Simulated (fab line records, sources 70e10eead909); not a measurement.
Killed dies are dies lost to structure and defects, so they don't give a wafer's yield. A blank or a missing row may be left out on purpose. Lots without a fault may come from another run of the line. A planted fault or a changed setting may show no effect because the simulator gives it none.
Problem report in the 8D (eight disciplines) form, filled by code | flow nand_harc | the parts of the form that need people (team, actions taken, sign-off) are left out

1. THE PROBLEM
oes_product_au at NHARC_A_CONTACT_ETCH_77 reads a mean of 0.840 a.u. on 2 wafers of 1 lot; wafers without a fault read 0.938 a.u. with a standard deviation of 0.023. That is -4.3 standard deviations from the usual mean.
The step: etches the open film in CF4/CHF3, target depth 108.9 nm, time 54.5 s.
First seen on wafer L438.3, day 24 17:32, on rie_diel-05. The record holds 34 wafers of 13 lots with a number at this step. Rule for "out", or "out of limits": more than 4 standard deviations from the usual mean. The other wafers with a number count as sound.

2. WHAT IT IS AND WHAT IT IS NOT
question                    | is                     | is not
which readings at this step | oes_product_au         | chf3_flow_sccm, drypump_motor_current_A, rf_vpp_V, showerhead_plenum_p_Torr, throttle_valve_pct
which lots                  | L438                   | L434, L435, L436, L441, L443, L446, L447, L449, L450, L452, L453, L455
which wafers of those lots  | all that have a number | -
read on which tools         | rie_diel-05            | rie_diel-08, rie_diel-12
when                        | from day 24 17:32      | up to then (9 sound wafers); but 23 sound wafers of L441, L443, L446, L447, L449, L450, L452, L453, L455 came after

3. SUSPECTS, AND WHAT RULES EACH OUT
Counting: a tool at a process step up to the reading stays a suspect if it ran every lot that is out and no sound lot after the first of them.
- rie_diel-05 at NHARC_A_CONTACT_DESCUM_74 (chemistry O2, time 3 s): ruled out as a lasting fault. Sound lots L441, L443, L453, L455 ran on it after its first lot that is out, L438 (day 24 16:52).
- rie_diel-05 at NHARC_A_CONTACT_ETCH_77 (etches the open film in CF4/CHF3, target depth 108.9 nm, time 54.5 s): ruled out as a lasting fault. Sound lots L441, L443, L453, L455 ran on it after its first lot that is out, L438 (day 24 17:32).
Left after counting: nothing in the record.

4. THE CAUSE (what the simulator had put in)
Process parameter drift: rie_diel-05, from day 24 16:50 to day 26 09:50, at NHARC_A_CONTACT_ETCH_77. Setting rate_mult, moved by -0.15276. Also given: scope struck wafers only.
Counting ruled it out, wrongly.

5. THE CHAIN OF EFFECTS, in route order
Each row: a reading whose mean over the struck wafers that have a number lies more than 3 standard deviations from the usual. Only readings for which the record gives a usual standard deviation are gone through. hours: the time from each lot's start at the first step in this table that gives one to its start at this step, as a median over the lots. sigmas: the change in usual standard deviations.
hours | step                    | reading        | usual      | on struck wafers | change | sigmas
0     | NHARC_A_CONTACT_ETCH_77 | oes_product_au | 0.938 a.u. | 0.840            | -0.098 | -4.3
The process steps in it:
- NHARC_A_CONTACT_ETCH_77: etches the open film in CF4/CHF3, target depth 108.9 nm, time 54.5 s.
Later measuring or inspecting steps at which every struck wafer that the step has a row for has a number for every such reading, and none has moved that far: NHARC_END_SORT_01.

6. WHAT WOULD HAVE CAUGHT IT SOONER
In this record the first reading out of limits was taken at day 24 17:32, 1 hour after the fault began at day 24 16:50.
